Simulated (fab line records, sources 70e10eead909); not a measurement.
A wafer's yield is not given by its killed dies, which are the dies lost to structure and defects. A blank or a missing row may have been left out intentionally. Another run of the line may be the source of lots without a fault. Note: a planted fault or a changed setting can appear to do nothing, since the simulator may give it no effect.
A lot that was struck, set against a sound lot	flow nand_harc	14 steps out of a route of 1302
Sound: wafers L638.2, L638.5, L638.6. Wafers L654.1, L654.4, L654.5 were the ones struck. The cause is named last.
Per side, at each step with rows, come the tool, then ch with its chambers, and then its first start. Under that, the readings that differ: sound wafers	struck wafers	difference of the means	sigmas: that difference in standard deviations of wafers without a fault.
alike: a reading whose means differ by less than 2 such deviations, as well as words and numbers matching on both sides. not compared: withheld readings; readings where some wafer has no value; bounds like >300 that might hide an equal value; numbers whose values overlap and for which the record gives no deviation.
A row with sigmas, a row that says differs or no value, or rows on one side alone: a step with any of these is where the two part. Non-overlapping numbers with no deviation appear without sigmas and do not part them. Lack of a reading on every wafer of one side parts them only where that side has two or more wafers.

first, 1 step without rows for these wafers: NHARC_A_CHANNEL_HOLE_D2_SRD_30.
NHARC_A_CHANNEL_HOLE_D2_CD_MEAS_31:
  struck on cd_sem-01, day 20 19:45; sound on cd_sem-02, day 13 14:07
  alike: cd_nm
NHARC_A_CHANNEL_HOLE_D2_XSEM_32:
  sound on xsem-02 ch 0, day 13 14:13; struck on xsem-01 ch 0, day 20 19:50
  alike: bot_cd_nm, bow_nm, tilt_deg
NHARC_A_CHANNEL_HOLE_D2_INSPECT_40:
  struck on defect_inspect-01, day 20 19:56; sound on defect_inspect-02, day 13 14:18
  alike: raw_defect_count
then, 2 steps without rows for these wafers: NHARC_A_CHANNEL_FILL_D2_PRECLEAN_00 (cleans in SC1); NHARC_A_CHANNEL_FILL_D2_SRD_01.
NHARC_A_CHANNEL_FILL_D2_ALD_02: deposits SiO2, target thk 6 nm, pulse time 10 s, ald cycles 60.
  sound on ald_hk-02 ch 0,1,3, day 13 16:02; struck on ald_hk-03 ch 0,2, day 20 20:12
  alike: heater_power_w, precursor_pulse_height_rel, susceptor_temp_C
NHARC_A_CHANNEL_FILL_D2_ALD_03: deposits SiNx, target thk 6 nm, pulse time 60 s, ald cycles 58.
  sound on ald_sin_batch-03 ch 0; struck on ald_sin_batch-03 ch 0
  alike: precursor_pulse_height_rel, susceptor_temp_C
NHARC_A_CHANNEL_FILL_D2_ALD_14: deposits SiO2, target thk 2.5 nm, pulse time 10 s, ald cycles 25.
  sound on ald_hk-03 ch 0,2,3, day 13 22:40; struck on ald_hk-03 ch 1,2,3, day 21 03:13
reading	sound	struck	difference	sigmas
susceptor_temp_C (C)	- - -	299.76 300.05 300.02	no value on the sound wafers	
  alike: heater_power_w, precursor_pulse_height_rel
NHARC_A_CHANNEL_FILL_D2_ALD_15: deposits SiNx, target thk 2 nm, pulse time 60 s, ald cycles 19.
  sound on ald_sin_batch-02 ch 0; struck on ald_sin_batch-02 ch 0
  alike: precursor_pulse_height_rel, susceptor_temp_C
then, 2 steps without rows for these wafers: NHARC_A_CHANNEL_FILL_D2_ALD_16 (deposits SiO2, target thk 1.5 nm, pulse time 10 s, ald cycles 15); NHARC_A_CHANNEL_FILL_D2_ANNEAL_17 (time 1800 s).
NHARC_A_CHANNEL_FILL_D2_CVD_18: deposits poly-Si, target thk 3 nm.
  sound on lpcvd_poly-04 ch 0, day 14 12:58; struck on lpcvd_poly-04 ch 0, day 21 20:17
  alike: spike_tc_upper_C
then, 1 step without rows for these wafers: NHARC_A_CHANNEL_FILL_D2_ETCHBACK_19 (etches the open film in HBr/Cl2, target depth 5 nm, time 1.7 s).

WHERE THEY PART
At NHARC_A_CHANNEL_FILL_D2_ALD_14 and nowhere else, as far as this record goes. Later steps at which nothing parts them and some readings are alike: NHARC_A_CHANNEL_FILL_D2_ALD_15, NHARC_A_CHANNEL_FILL_D2_CVD_18.

WHY: what had been put in by the simulator
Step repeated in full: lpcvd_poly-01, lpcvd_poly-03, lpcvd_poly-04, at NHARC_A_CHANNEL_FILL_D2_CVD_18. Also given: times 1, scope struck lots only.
